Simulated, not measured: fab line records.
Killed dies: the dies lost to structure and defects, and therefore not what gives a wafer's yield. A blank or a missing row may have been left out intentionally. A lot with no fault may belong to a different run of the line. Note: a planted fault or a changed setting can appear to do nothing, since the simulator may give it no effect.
Which tool is to blame?    flow n5-finfet    21 lots, 63 wafers sampled, at 4 steps of a route of 1938

WHAT THE GAUGES READ, wafer by wafer
N5_BEOL_M8_OVL_MEAS_12.
lot   measured      on          M8_OVL (nm)
L075  day 9 18:11   overlay-01  0.2 1.0 -0.5
L076  day 10 06:26  overlay-02  0.9 1.6 0.4
L077  day 10 13:00  overlay-01  0.5 -0.9 0.1
L081  day 10 15:02  overlay-02  0.9 0.4 1.0
L080  day 10 16:15  overlay-02  0.3 1.4 1.2
L079  day 10 18:11  overlay-01  -0.3 -0.4 0.5
L078  day 11 01:15  overlay-02  0.4 0.0 0.5
L082  day 11 01:25  overlay-01  -0.1 0.7 1.6
L083  day 11 11:38  overlay-02  0.3 0.6 0.6
L085  day 12 13:41  overlay-02  0.7 0.1 0.6
L086  day 13 02:23  overlay-01  1.5 1.0 0.3
L089  day 13 02:45  overlay-02  -0.6 -0.3 -0.2
L091  day 13 02:49  overlay-01  -0.8 0.0 0.6
L090  day 13 09:17  overlay-01  0.1 0.6 -0.3
L088  day 13 12:46  overlay-02  -0.3 -1.0 1.1
L093  day 13 19:25  overlay-02  0.3 -0.1 0.2
L092  day 14 04:37  overlay-01  0.7 0.1 0.6
L094  day 14 12:59  overlay-02  -1.2 0.3 0.6
L095  day 15 07:44  overlay-02  0.5 0.5 -0.5
L096  day 15 07:26  overlay-01  -0.2 -0.3 -0.2
L097  day 15 08:14  overlay-01  0.8 0.5 0.1

TOOL THAT RAN EACH LOT (tool first, then ch and the chambers of the sampled wafers, then the start)
lot   N5_BEOL_M7_STRIP_80                            N5_BEOL_M7_DEGAS_44           N5_BEOL_M7_CMP_52
L075  rie-diel-03 ch 0,2,3, day 9 12:34 or earlier   pvd-sputter-02, day 9 12:34   cmp-02 ch 0,1,3, day 9 14:20
L076  rie-diel-02 ch 0,1, day 10 01:37 or earlier    pvd-sputter-03, day 10 01:37  cmp-03 ch 1,2,3, day 10 03:47
L077  rie-diel-03 ch 2,3, day 10 08:43 or earlier    pvd-sputter-02, day 10 08:43  cmp-03 ch 1,2,3, day 10 10:14
L081  rie-diel-01 ch 2,3, day 10 08:47 or earlier    pvd-sputter-02, day 10 08:47  cmp-02 ch 0,2,3, day 10 12:11
L080  rie-diel-03 ch 1,2, day 10 12:40 or earlier    pvd-sputter-03, day 10 12:40  cmp-04 ch 0,1,2, day 10 14:27
L079  rie-diel-02 ch 0,1,3, day 10 13:07 or earlier  pvd-sputter-03, day 10 13:07  cmp-04 ch 0,1,2, day 10 15:07
L078  rie-diel-02 ch 0,3, day 10 21:19 or earlier    pvd-sputter-03, day 10 21:19  cmp-04 ch 1,2, day 10 22:57
L082  rie-diel-01 ch 0,1,2, day 10 21:28 or earlier  pvd-sputter-03, day 10 21:28  cmp-03 ch 0,1, day 10 23:08
L083  rie-diel-03 ch 0,3, day 11 07:22 or earlier    pvd-sputter-02, day 11 07:22  cmp-03 ch 0,2,3, day 11 08:30
L085  rie-diel-01 ch 1,2,3, day 12 08:13 or earlier  pvd-sputter-03, day 12 08:13  cmp-02 ch 0,2,3, day 12 11:11
L086  rie-diel-01 ch 0,1,3, day 12 19:52 or earlier  pvd-sputter-02, day 12 19:52  cmp-04 ch 0,2,3, day 12 21:52
L089  rie-diel-02 ch 0,1,3, day 12 22:15 or earlier  pvd-sputter-03, day 12 22:15  cmp-02 ch 0,1,2, day 12 23:56
L091  rie-diel-03 ch 0,3, day 12 22:31 or earlier    pvd-sputter-03, day 12 22:31  cmp-02 ch 1,2, day 13 00:13
L090  rie-diel-01 ch 1,2,3, day 13 04:31 or earlier  pvd-sputter-03, day 13 04:31  cmp-04 ch 0,2,3, day 13 06:10
L088  rie-diel-02 ch 0,1, day 13 07:31 or earlier    pvd-sputter-01, day 13 07:31  cmp-03 ch 0,1,3, day 13 09:22
L093  rie-diel-03 ch 0,2, day 13 15:56 or earlier    pvd-sputter-02, day 13 15:56  cmp-03 ch 0,3, day 13 17:13
L092  rie-diel-03 ch 0,3, day 14 00:23 or earlier    pvd-sputter-02, day 14 00:23  cmp-04 ch 0,1,3, day 14 02:21
L094  rie-diel-01 ch 0,1, day 14 09:00 or earlier    pvd-sputter-02, day 14 09:00  cmp-04 ch 0,3, day 14 10:34
L095  rie-diel-03 ch 0,1,2, day 15 00:23 or earlier  pvd-sputter-03, day 15 00:23  cmp-04 ch 0,1,3, day 15 02:09
L096  rie-diel-02 ch 2,3, day 15 00:28 or earlier    pvd-sputter-03, day 15 00:28  cmp-03 ch 1,3, day 15 01:53
L097  rie-diel-01 ch 0,1,3, day 15 02:17 or earlier  pvd-sputter-01, day 15 02:17  cmp-02 ch 0,2, day 15 03:30
- N5_BEOL_M7_STRIP_80: strips in N2/H2, time 10 s.
- N5_BEOL_M7_DEGAS_44: time 60 s.
- N5_BEOL_M7_CMP_52: polishes, stops on SiCOH lowk, t overpolish 6.9 s, target thk 80 nm.

AS READ BY THE TOOLS THEMSELVES (means over the sampled wafers that have a number; for cases with no such wafer, the mark the record gives instead)
N5_BEOL_M7_STRIP_80.
lot   tool         drypump-motor-current-A (A)  h2-flow-sccm (sccm)  oes-product-au (a.u.)  rf-vpp-V (V)  showerhead-plenum-p-Torr (Torr)  throttle-valve-pct (%)
L075  rie-diel-03  5.9                          199.2                0.75                   58.8          2.61                             23.65
L076  rie-diel-02  5.2                          199.5                0.72                   59.3          2.49                             23.83
L077  rie-diel-03  6.0                          200.1                0.76                   59.6          2.66                             23.70
L081  rie-diel-01  4.9                          199.6                0.86                   60.7          2.64                             23.67
L080  rie-diel-03  6.0                          199.8                0.73                   58.9          2.61                             23.72
L079  rie-diel-02  5.3                          200.2                0.75                   59.0          2.53                             23.58
L078  rie-diel-02  5.5                          199.3                0.80                   59.6          2.62                             23.67
L082  rie-diel-01  5.6                          199.8                0.82                   60.0          2.68                             23.87
L083  rie-diel-03  5.5                          199.8                0.74                   59.8          2.56                             23.69
L085  rie-diel-01  5.3                          199.9                0.82                   60.0          2.64                             23.86
L086  rie-diel-01  5.7                          199.9                0.75                   58.8          2.62                             23.97
L089  rie-diel-02  5.3                          199.8                0.73                   58.9          2.53                             23.60
L091  rie-diel-03  5.5                          199.7                0.73                   58.7          2.55                             23.71
L090  rie-diel-01  5.3                          199.7                0.81                   59.3          2.63                             23.87
L088  rie-diel-02  5.0                          200.3                0.69                   59.2          2.44                             23.53
L093  rie-diel-03  5.7                          200.3                0.72                   59.5          2.55                             23.65
L092  rie-diel-03  5.5                          200.7                0.72                   60.1          2.55                             23.71
L094  rie-diel-01  6.0                          199.9                0.73                   59.6          2.64                             24.00
L095  rie-diel-03  5.6                          200.1                0.70                   59.6          2.55                             23.78
L096  rie-diel-02  5.9                          200.3                0.76                   59.4          2.43                             23.77
L097  rie-diel-01  5.7                          200.2                0.74                   60.1          2.61                             23.98

N5_BEOL_M7_DEGAS_44.
lot   tool            heater-power-w (W)
L075  pvd-sputter-02  363
L076  pvd-sputter-03  355
L077  pvd-sputter-02  362
L081  pvd-sputter-02  349
L080  pvd-sputter-03  353
L079  pvd-sputter-03  354
L078  pvd-sputter-03  385
L082  pvd-sputter-03  355
L083  pvd-sputter-02  354
L085  pvd-sputter-03  334
L086  pvd-sputter-02  349
L089  pvd-sputter-03  359
L091  pvd-sputter-03  340
L090  pvd-sputter-03  360
L088  pvd-sputter-01  325
L093  pvd-sputter-02  370
L092  pvd-sputter-02  347
L094  pvd-sputter-02  357
L095  pvd-sputter-03  347
L096  pvd-sputter-03  339
L097  pvd-sputter-01  353

N5_BEOL_M7_CMP_52.
lot   tool    barrier-field-endpoint-s (s)  clearing-platen-rpm (rpm)  head-pressure-psi (psi)  motor-current-A (A)  overpolish-run-s (s)  platen-rpm (rpm)  time-to-endpoint-s (s)
L075  cmp-02  28.5                          49.990                     0.9989                   6.0                  6.903                 50.00             59.9
L076  cmp-03  28.0                          50.003                     0.9983                   6.4                  6.890                 50.02             58.0
L077  cmp-03  27.7                          49.980                     1.0000                   6.3                  6.904                 50.00             59.4
L081  cmp-02  28.7                          49.986                     1.0001                   6.0                  6.897                 49.99             63.2
L080  cmp-04  29.2                          49.975                     1.0005                   6.4                  6.906                 50.04             64.4
L079  cmp-04  29.7                          49.969                     0.9986                   6.3                  6.899                 50.03             63.7
L078  cmp-04  30.0                          49.988                     0.9993                   6.6                  6.898                 49.98             63.6
L082  cmp-03  29.0                          50.004                     0.9997                   5.9                  6.906                 50.03             63.2
L083  cmp-03  29.4                          50.005                     1.0008                   6.4                  6.905                 49.99             62.1
L085  cmp-02  29.2                          50.007                     1.0004                   6.4                  6.895                 50.01             59.8
L086  cmp-04  28.8                          50.052                     0.9995                   5.9                  6.891                 49.98             60.7
L089  cmp-02  28.1                          49.993                     1.0004                   6.1                  6.908                 50.00             62.2
L091  cmp-02  29.4                          50.013                     0.9986                   6.0                  6.901                 50.01             64.0
L090  cmp-04  28.9                          50.008                     1.0012                   6.1                  6.897                 50.02             63.0
L088  cmp-03  28.2                          49.993                     0.9967                   6.0                  6.896                 49.97             61.0
L093  cmp-03  29.5                          49.989                     1.0007                   6.2                  6.902                 49.99             64.3
L092  cmp-04  29.0                          49.995                     1.0010                   5.9                  6.897                 49.95             64.1
L094  cmp-04  28.1                          49.999                     0.9976                   5.7                  6.903                 49.97             59.5
L095  cmp-04  28.8                          49.985                     1.0023                   6.2                  6.904                 50.00             58.5
L096  cmp-03  29.4                          50.021                     0.9986                   6.3                  6.901                 50.02             62.2
L097  cmp-02  28.3                          49.958                     1.0007                   6.4                  6.898                 50.04             61.6

THE ANSWER, worked out from the rows above alone
Rule: the lots themselves supply what counts as usual. Put in order of their means at a reading, lots are off if they are a third of the lots or fewer, leave a main group of 4 or more, and stand apart from it by a gap of 3 or more times the standard deviation of the main group's means; of several such gaps the widest counts. The tables above print the reading to a certain number of digits; a main group whose means all agree to those digits is not used. A lot without any number at a reading at which 4 lots or more have one is off too. All remaining lots with rows at the step are treated as sound. The gauges are gone through in route order, then the tools' own readings, and for those a lot's mean is taken as printed above. At the first step where some lot is off, the reading lying furthest off is the one used; lots without a number count as furthest.
None of the lots is off at any reading shown; this tells nothing.

WHAT THE SIMULATOR HAD INSERTED
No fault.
